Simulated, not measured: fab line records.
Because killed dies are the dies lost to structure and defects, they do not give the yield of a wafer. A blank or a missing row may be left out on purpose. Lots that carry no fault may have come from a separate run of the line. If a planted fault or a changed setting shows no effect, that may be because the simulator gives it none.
Chamber matching / flow n5 finfet / cmp-04 running N5_BEOL_M4_CMP_52: 4 sister chambers
The step polishes, stops on SiOC, t overpolish 6.8 s, target thk 40 nm. 20 wafers are shown with their chamber, then 10 later ones without.

== EACH WAFER AND ITS CHAMBER ==
wafer=L074.3; chamber=2; motor current A (A)=6.7; time to endpoint s (s)=59.4; barrier field endpoint s (s)=24.8
wafer=L074.4; chamber=3; motor current A (A)=5.9; time to endpoint s (s)=56.8; barrier field endpoint s (s)=23.3
wafer=L074.5; chamber=3; motor current A (A)=6.1; time to endpoint s (s)=60.4; barrier field endpoint s (s)=23.9
wafer=L076.2; chamber=1; motor current A (A)=6.2; time to endpoint s (s)=63.1; barrier field endpoint s (s)=24.1
wafer=L076.3; chamber=3; motor current A (A)=6.1; time to endpoint s (s)=60.1; barrier field endpoint s (s)=24.3
wafer=L076.4; chamber=0; motor current A (A)=5.6; time to endpoint s (s)=63.1; barrier field endpoint s (s)=24.2
wafer=L077.1; chamber=1; motor current A (A)=6.3; time to endpoint s (s)=62.6; barrier field endpoint s (s)=24.3
wafer=L077.3; chamber=2; motor current A (A)=6.6; time to endpoint s (s)=61.5; barrier field endpoint s (s)=24.4
wafer=L077.4; chamber=3; motor current A (A)=6.1; time to endpoint s (s)=61.4; barrier field endpoint s (s)=24.5
wafer=L079.2; chamber=3; motor current A (A)=6.2; time to endpoint s (s)=58.8; barrier field endpoint s (s)=23.1
wafer=L079.4; chamber=0; motor current A (A)=5.8; time to endpoint s (s)=58.5; barrier field endpoint s (s)=23.6
wafer=L079.6; chamber=1; motor current A (A)=6.4; time to endpoint s (s)=62.4; barrier field endpoint s (s)=24.4
wafer=L080.1; chamber=2; motor current A (A)=6.3; time to endpoint s (s)=61.8; barrier field endpoint s (s)=24.3
wafer=L080.2; chamber=0; motor current A (A)=5.9; time to endpoint s (s)=58.0; barrier field endpoint s (s)=24.4
wafer=L080.4; chamber=3; motor current A (A)=5.9; time to endpoint s (s)=54.2; barrier field endpoint s (s)=24.4
wafer=L081.1; chamber=2; motor current A (A)=6.1; time to endpoint s (s)=58.7; barrier field endpoint s (s)=24.3
wafer=L081.3; chamber=0; motor current A (A)=5.9; time to endpoint s (s)=61.3; barrier field endpoint s (s)=24.4
wafer=L081.6; chamber=1; motor current A (A)=6.3; time to endpoint s (s)=59.9; barrier field endpoint s (s)=24.4
wafer=L083.1; chamber=0; motor current A (A)=6.2; time to endpoint s (s)=60.2; barrier field endpoint s (s)=24.9
wafer=L083.3; chamber=2; motor current A (A)=6.5; time to endpoint s (s)=57.9; barrier field endpoint s (s)=25.0

SIGNATURES (means of the wafers above)
reading=motor current A; chamber 0=5.880; chamber 1=6.300; chamber 2=6.440; chamber 3=6.050; scatter within a chamber=0.179
reading=time to endpoint s; chamber 0=60.220; chamber 1=62.000; chamber 2=59.860; chamber 3=58.617; scatter within a chamber=2.11
reading=barrier field endpoint s; chamber 0=24.300; chamber 1=24.300; chamber 2=24.560; chamber 3=23.917; scatter within a chamber=0.442
Rule: a wafer's distance from a chamber is the root of the sum, over the readings, of the square of ((its reading less the chamber's mean) divided by the reading's scatter). The wafer belongs to the nearest chamber; if the next one is less than 2 further off, it can't be placed. The scatter: the root of (the sum of the squares of (reading less its chamber's mean) over the shown wafers, divided by (wafers less chambers)).

== WAFERS MISSING THEIR CHAMBER ==
wafer=L083.4; motor current A (A)=6.7; time to endpoint s (s)=59.0; barrier field endpoint s (s)=25.1
wafer=L087.1; motor current A (A)=5.9; time to endpoint s (s)=60.5; barrier field endpoint s (s)=24.3
wafer=L087.2; motor current A (A)=6.3; time to endpoint s (s)=58.1; barrier field endpoint s (s)=24.3
wafer=L087.5; motor current A (A)=6.7; time to endpoint s (s)=61.6; barrier field endpoint s (s)=25.0
wafer=L089.1; motor current A (A)=6.7; time to endpoint s (s)=60.7; barrier field endpoint s (s)=22.9
wafer=L089.5; motor current A (A)=6.5; time to endpoint s (s)=62.7; barrier field endpoint s (s)=24.8
wafer=L089.6; motor current A (A)=6.9; time to endpoint s (s)=62.2; barrier field endpoint s (s)=24.3
wafer=L090.1; motor current A (A)=6.6; time to endpoint s (s)=63.3; barrier field endpoint s (s)=24.3
wafer=L090.2; motor current A (A)=6.1; time to endpoint s (s)=60.6; barrier field endpoint s (s)=24.2
wafer=L090.5; motor current A (A)=7.1; time to endpoint s (s)=60.1; barrier field endpoint s (s)=24.1

== WHICH CHAMBER EACH ONE RAN IN ==
wafer=L083.4; from the rows above=can't be placed: 2 or 1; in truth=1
wafer=L087.1; from the rows above=can't be placed: 0 or 3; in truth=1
wafer=L087.2; from the rows above=can't be placed: 2 or 3 or 1 or 0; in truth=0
wafer=L087.5; from the rows above=can't be placed: 2 or 1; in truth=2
wafer=L089.1; from the rows above=can't be placed: 1 or 2 or 3 or 0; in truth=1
wafer=L089.5; from the rows above=can't be placed: 2 or 1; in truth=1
wafer=L089.6; from the rows above=can't be placed: 2 or 1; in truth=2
wafer=L090.1; from the rows above=can't be placed: 1 or 2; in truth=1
wafer=L090.2; from the rows above=can't be placed: 3 or 0 or 1 or 2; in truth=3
wafer=L090.5; from the rows above=can't be placed: 2 or 1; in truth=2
Correct placement for 0 of the 10. Cannot be placed on the basis of these rows: 10; the candidates contain the true chamber in 9. 0 placed wrongly.
